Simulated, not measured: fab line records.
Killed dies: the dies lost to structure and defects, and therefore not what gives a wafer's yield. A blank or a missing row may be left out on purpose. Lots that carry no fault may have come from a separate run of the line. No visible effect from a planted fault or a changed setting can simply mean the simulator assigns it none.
What tool caused it? :: flow n5 finfet :: Sampling: 9 lots, 27 wafers, 3 of 1938 route steps

## WHAT THE GAUGES SHOWED, per wafer
N5_BEOL_M1_CD_MEAS_28: target cd y 23.3 nm.
lot: L707
measured: day 7 15:40
on: cd sem-03
cd nm (nm): 23.96 23.81 24.13

lot: L712
measured: day 8 08:35
on: cd sem-03
cd nm (nm): 24.01 24.09 24.18

lot: L714
measured: day 8 22:57
on: cd sem-03
cd nm (nm): 24.42 20.17 23.99

lot: L715
measured: day 9 01:30
on: cd sem-01
cd nm (nm): 23.78 23.57 23.71

lot: L716
measured: day 9 12:31
on: cd sem-01
cd nm (nm): 23.82 23.97 23.75

lot: L717
measured: day 9 18:36
on: cd sem-03
cd nm (nm): 19.86 23.89 23.69

lot: L721
measured: day 10 16:44
on: cd sem-03
cd nm (nm): 23.53 23.70 24.08

lot: L724
measured: day 11 07:43
on: cd sem-02
cd nm (nm): 24.14 24.19 23.93

lot: L725
measured: day 11 12:02
on: cd sem-02
cd nm (nm): 24.19 23.74 23.72

## WHAT TOOL EACH LOT RAN ON (gives the tool, then ch and the chambers of the sampled wafers, and finally the start)
lot: L707
N5_BEOL_M1_STRIP_19: rie diel-02 ch 1,3, day 7 15:02
N5_BEOL_M1_EXPOSE_25: euv scanner-02 ch 0, day 7 15:32

lot: L712
N5_BEOL_M1_STRIP_19: rie diel-01 ch 0,1,3, day 8 08:11
N5_BEOL_M1_EXPOSE_25: euv scanner-02 ch 0, day 8 08:26

lot: L714
N5_BEOL_M1_STRIP_19: rie diel-01 ch 0,2,3, day 8 22:34
N5_BEOL_M1_EXPOSE_25: euv scanner-02 ch 0, day 8 22:49

lot: L715
N5_BEOL_M1_STRIP_19: rie diel-01 ch 0,1,3, day 9 00:59
N5_BEOL_M1_EXPOSE_25: euv scanner-01 ch 0, day 9 01:22

lot: L716
N5_BEOL_M1_STRIP_19: rie diel-04 ch 0,1,3, day 9 12:07
N5_BEOL_M1_EXPOSE_25: euv scanner-01 ch 0, day 9 12:22

lot: L717
N5_BEOL_M1_STRIP_19: rie diel-04 ch 0,2,3, day 9 18:05
N5_BEOL_M1_EXPOSE_25: euv scanner-02 ch 0, day 9 18:28

lot: L721
N5_BEOL_M1_STRIP_19: rie diel-04 ch 0,1,2, day 10 16:13
N5_BEOL_M1_EXPOSE_25: euv scanner-01 ch 0, day 10 16:35

lot: L724
N5_BEOL_M1_STRIP_19: rie diel-04 ch 0,1,3, day 11 07:19
N5_BEOL_M1_EXPOSE_25: euv scanner-01 ch 0, day 11 07:35

lot: L725
N5_BEOL_M1_STRIP_19: rie diel-04 ch 1,3, day 11 11:40
N5_BEOL_M1_EXPOSE_25: euv scanner-01 ch 0, day 11 11:54
- N5_BEOL_M1_STRIP_19: strips in O2.
- N5_BEOL_M1_EXPOSE_25: exposes mask V0, defocus 5 nm, target cd 24 nm.

## THE ANSWER, worked out from the rows above alone
Rule: what is usual is taken from the lots themselves. The widest of any qualifying gaps counts: lots, ordered by their means at a reading, are off when they make up no more than a third of the lots, leave a main group of 4 or more, and stand apart from it by 3 or more times the standard deviation of that group's means. The tables above print the reading to a certain number of digits; a main group whose means all agree to those digits is not used. A lot without any number at a reading at which 4 lots or more have one is off too. Any other lot the step has rows for is counted as sound.
Off, at N5_BEOL_M1_CD_MEAS_28 on cd nm: L714, L717. The main group: mean 23.90 nm, standard deviation 0.14.
A tool fits if, at a process step before that reading, it ran every lot that is off, and no sound lot after the first of them. The gauges at N5_BEOL_M1_CD_MEAS_28 are tried like those tools. One fits: N5_BEOL_M1_EXPOSE_25 on euv scanner-02. Its last sound lot is L712 (day 8 08:26), its first lot that is off L714 (day 8 22:49): a fault that began between those two fits.

## WHAT THE SIMULATOR PUT IN
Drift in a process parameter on euv scanner-02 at N5_BEOL_M1_EXPOSE_25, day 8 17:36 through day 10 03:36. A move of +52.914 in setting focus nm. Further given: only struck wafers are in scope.
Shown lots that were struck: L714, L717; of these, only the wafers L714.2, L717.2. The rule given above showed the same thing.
